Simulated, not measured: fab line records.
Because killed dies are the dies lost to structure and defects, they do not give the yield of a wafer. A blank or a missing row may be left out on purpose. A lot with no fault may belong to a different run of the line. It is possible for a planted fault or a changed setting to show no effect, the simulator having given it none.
Matching of chambers + flow nand harc + rie diel-09 running NHARC_A_BLC_ETCH_16: 4 sister chambers
The step etches the open film in CF4, target depth 39 nm, time 65 s. 14 wafers are shown with their chamber, then 7 later ones without.

== EACH WAFER AND ITS CHAMBER ==
| wafer  | chamber | drypump motor current A (A) | oes product au (a.u.) | rf vpp V (V) |
|--------|---------|-----------------------------|-----------------------|--------------|
| L859.1 | 3       | 5.4                         | 0.992                 | 151.6        |
| L859.4 | 2       | 6.5                         | 1.000                 | 151.0        |
| L859.5 | 3       | 5.4                         | 0.995                 | 152.8        |
| L860.2 | 2       | 6.5                         | 1.003                 | 152.3        |
| L860.4 | 3       | 5.4                         | 1.005                 | 150.7        |
| L860.6 | 0       | 5.1                         | 1.004                 | 151.2        |
| L865.1 | 2       | 6.5                         | 0.995                 | 149.8        |
| L865.2 | 3       | 5.4                         | 1.002                 | 151.2        |
| L865.3 | 0       | 5.1                         | 0.998                 | 152.4        |
| L873.3 | 3       | 5.5                         | 1.006                 | 152.5        |
| L873.4 | 1       | 5.1                         | 1.004                 | 149.8        |
| L873.5 | 1       | 5.1                         | 1.000                 | 152.3        |
| L875.1 | 0       | 5.1                         | 0.978                 | 153.3        |
| L875.3 | 1       | 5.1                         | 0.999                 | 152.0        |

SIGNATURES, as means of the wafers listed above
| reading                 | chamber 0 | chamber 1 | chamber 2 | chamber 3 | scatter within a chamber |
|-------------------------|-----------|-----------|-----------|-----------|--------------------------|
| drypump motor current A | 5.100     | 5.100     | 6.500     | 5.420     | 0.0283                   |
| oes product au          | 0.99333   | 1.00100   | 0.99933   | 1.00000   | 0.00756                  |
| rf vpp V                | 152.300   | 151.367   | 151.033   | 151.760   | 1.1                      |
Rule: a wafer lies at a distance from a chamber equal to the root of the sum of squares, over the readings, of (its reading less the chamber's mean, divided by the reading's scatter). If the next closest chamber is less than 2 further off than the closest, the wafer can't be placed; otherwise it belongs to the closest. The scatter is the square root of a quotient: the sum, over the shown wafers, of each reading's squared deviation from its chamber's mean, divided by wafers minus chambers.

== WAFERS WITHOUT THEIR CHAMBER ==
| wafer  | drypump motor current A (A) | oes product au (a.u.) | rf vpp V (V) |
|--------|-----------------------------|-----------------------|--------------|
| L875.6 | 5.1                         | 0.993                 | 151.8        |
| L877.2 | 5.1                         | 1.012                 | 151.1        |
| L877.3 | 6.4                         | 1.008                 | 150.2        |
| L877.6 | 5.4                         | 0.993                 | 149.3        |
| L880.2 | 6.5                         | 0.992                 | 150.3        |
| L880.5 | 5.4                         | 0.987                 | 152.8        |
| L880.6 | 6.5                         | 0.998                 | 151.4        |

== CHAMBER TAKEN BY EACH ==
| wafer  | from the rows above     | in truth |
|--------|-------------------------|----------|
| L875.6 | can't be placed: 0 or 1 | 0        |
| L877.2 | can't be placed: 1 or 0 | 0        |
| L877.3 | 2                       | 2        |
| L877.6 | 3                       | 3        |
| L880.2 | 2                       | 2        |
| L880.5 | 3                       | 3        |
| L880.6 | 2                       | 2        |
Correctly placed: 5 of 7. Cannot be placed on the basis of these rows: 2; the candidates contain the true chamber in 2. Placed wrongly: 0.
